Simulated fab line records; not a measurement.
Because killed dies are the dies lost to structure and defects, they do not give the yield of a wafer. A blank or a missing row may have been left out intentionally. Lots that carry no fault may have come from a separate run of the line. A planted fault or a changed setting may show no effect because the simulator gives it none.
Which tool did it? | flow nand harc | 6 lots with 18 wafers sampled at 5 steps, on a route of 1302 steps

WHAT THE GAUGES READ, wafer by wafer
NHARC_END_SORT_01.
lot  | measured     | on        | killed at array
L825 | day 30 20:07 | prober-02 | 171 185 174

EACH LOT AND THE TOOL THAT RAN IT (in order: tool; ch and the chambers of the sampled wafers; start)
lot  | NHARC_A_STAIRCASE_ETCH_15          | NHARC_A_BONDPAD_DEGAS_25     | NHARC_THIN_TSV_DESCUM_14           | NHARC_THIN_TSV_ETCH_15
L811 | rie diel-04 ch 0,1, day 16 16:55   | pvd sputter-02, day 24 10:18 | rie diel-13 ch 0,2,3, day 24 23:08 | rie si-05 ch 0,3, day 24 23:47
L812 | rie diel-04 ch 2,3, day 17 13:35   | pvd sputter-03, day 24 18:53 | rie diel-02 ch 1,2,3, day 25 09:19 | rie si-05 ch 0,1,3, day 25 10:00
L815 | rie diel-03 ch 1,3, day 18 08:21   | pvd sputter-02, day 25 15:50 | rie diel-01 ch 0,3, day 26 10:14   | rie si-01 ch 0,2, day 26 10:54
L821 | rie diel-03 ch 2,3, day 20 01:34   | pvd sputter-03, day 27 12:16 | rie diel-13 ch 0,1, day 28 03:42   | rie si-01 ch 1,2, day 28 04:22
L825 | rie diel-04 ch 0,1,3, day 22 04:53 | pvd sputter-03, day 29 16:19 | rie diel-01 ch 0,2,3, day 30 04:37 | rie si-05 ch 0,1,2, day 30 05:17
L831 | rie diel-04 ch 0,1,3, day 24 19:52 | pvd sputter-03, day 32 02:34 | rie diel-02 ch 0,1,3, day 32 16:52 | rie si-04 ch 1,2,3, day 32 17:32
- NHARC_A_STAIRCASE_ETCH_15: etches the open film in C4F8/O2, target depth 100 nm, time 40.5 s.
- NHARC_A_BONDPAD_DEGAS_25: time 60 s.
- NHARC_THIN_TSV_DESCUM_14: chemistry O2, time 3 s.
- NHARC_THIN_TSV_ETCH_15: target depth 3000 nm, bosch target overetch cycles 2, bosch etch step 2.8 s.

THE ANSWER, worked out from the rows above alone
Rule: usual is defined by the lots themselves. The widest of any qualifying gaps counts: lots, ordered by their means at a reading, are off when they make up no more than a third of the lots, leave a main group of 4 or more, and stand apart from it by 3 or more times the standard deviation of that group's means. A main group is skipped when, at the precision printed for the reading in the tables above, its means are all equal. Also off: a lot with no number at a reading for which 4 or more lots have one. Any other lot the step has rows for is counted as sound.
Across all readings shown, no lot is off: no conclusion can be drawn from this.

WHAT THE SIMULATOR HAD INSERTED
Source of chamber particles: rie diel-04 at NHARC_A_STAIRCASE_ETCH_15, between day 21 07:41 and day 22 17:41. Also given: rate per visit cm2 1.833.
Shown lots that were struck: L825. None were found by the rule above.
